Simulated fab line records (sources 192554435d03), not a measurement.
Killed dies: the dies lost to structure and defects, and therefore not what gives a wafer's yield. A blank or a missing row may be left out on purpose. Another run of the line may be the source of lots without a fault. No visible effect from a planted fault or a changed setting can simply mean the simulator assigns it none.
Matching of chambers | flow n5 finfet | N5_HKMG_FIN_ALD_36 on ald metal-02 has 4 sister chambers
The step deposits TiN, target thk 1 nm, pulse time 1 s, purge time 3 s. 18 wafers are shown with their chamber, then 9 later ones without.

## WAFERS WITH THEIR CHAMBER
wafer  | chamber | heater power outer w (W) | heater power w (W) | precursor pulse height rel
L079.2 | 0       | 556                      | 875                | 0.979
L079.3 | 1       | 525                      | 887                | 0.995
L079.6 | 1       | 516                      | 887                | 0.989
L080.1 | 2       | 659                      | 1004               | 1.016
L080.3 | 3       | 559                      | 870                | 1.029
L080.5 | 0       | 553                      | 848                | 1.024
L082.2 | 1       | 504                      | 902                | 1.006
L082.3 | 0       | 542                      | 884                | 0.995
L082.5 | 2       | 656                      | 976                | 0.995
L083.3 | 3       | 568                      | 896                | 1.017
L083.4 | 0       | 552                      | 887                | 0.990
L083.5 | 0       | 555                      | 888                | 1.038
L086.1 | 2       | 645                      | 959                | 1.011
L086.4 | 3       | 557                      | 860                | 0.955
L086.6 | 3       | 563                      | 857                | 1.009
L089.4 | 0       | 558                      | 862                | 1.005
L089.5 | 0       | 556                      | 887                | 0.968
L089.6 | 3       | 555                      | 862                | 0.981

SIGNATURES (means of the wafers above)
reading                    | chamber 0 | chamber 1 | chamber 2 | chamber 3 | scatter within a chamber
heater power outer w       | 553.14    | 515.00    | 653.33    | 560.40    | 6.58
heater power w             | 875.86    | 892.00    | 979.67    | 869.00    | 16.1
precursor pulse height rel | 0.99986   | 0.99667   | 1.00733   | 0.99820   | 0.0233
Rule: a wafer lies at a distance from a chamber equal to the root of the sum of squares, over the readings, of (its reading less the chamber's mean, divided by the reading's scatter). The wafer belongs to the nearest chamber; if the next one is less than 2 further off, it can't be placed. How the scatter is found: for the shown wafers, subtract from each reading the mean of its chamber, square and add these, divide the total by (wafers less chambers), then take the root.

## WAFERS WITHOUT THEIR CHAMBER
wafer  | heater power outer w (W) | heater power w (W) | precursor pulse height rel
L092.1 | 550                      | 878                | 1.014
L092.2 | 498                      | 885                | 1.018
L092.6 | 519                      | 897                | 0.968
L095.1 | 555                      | 876                | 1.006
L095.2 | 526                      | 908                | 0.961
L095.4 | 520                      | 913                | 0.999
L097.1 | 666                      | 970                | 0.996
L097.3 | 559                      | 883                | 1.004
L097.5 | 546                      | 889                | 0.964

## WHICH CHAMBER EACH ONE RAN IN
wafer  | from the rows above     | in truth
L092.1 | can't be placed: 0 or 3 | 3
L092.2 | 1                       | 1
L092.6 | 1                       | 1
L095.1 | can't be placed: 0 or 3 | 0
L095.2 | 1                       | 1
L095.4 | 1                       | 1
L097.1 | 2                       | 2
L097.3 | can't be placed: 3 or 0 | 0
L097.5 | can't be placed: 0 or 3 | 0
5 of 9 placed correctly. Can't be placed from these rows: 4 (the true chamber is among the candidates in 4). Placed wrongly: 0.
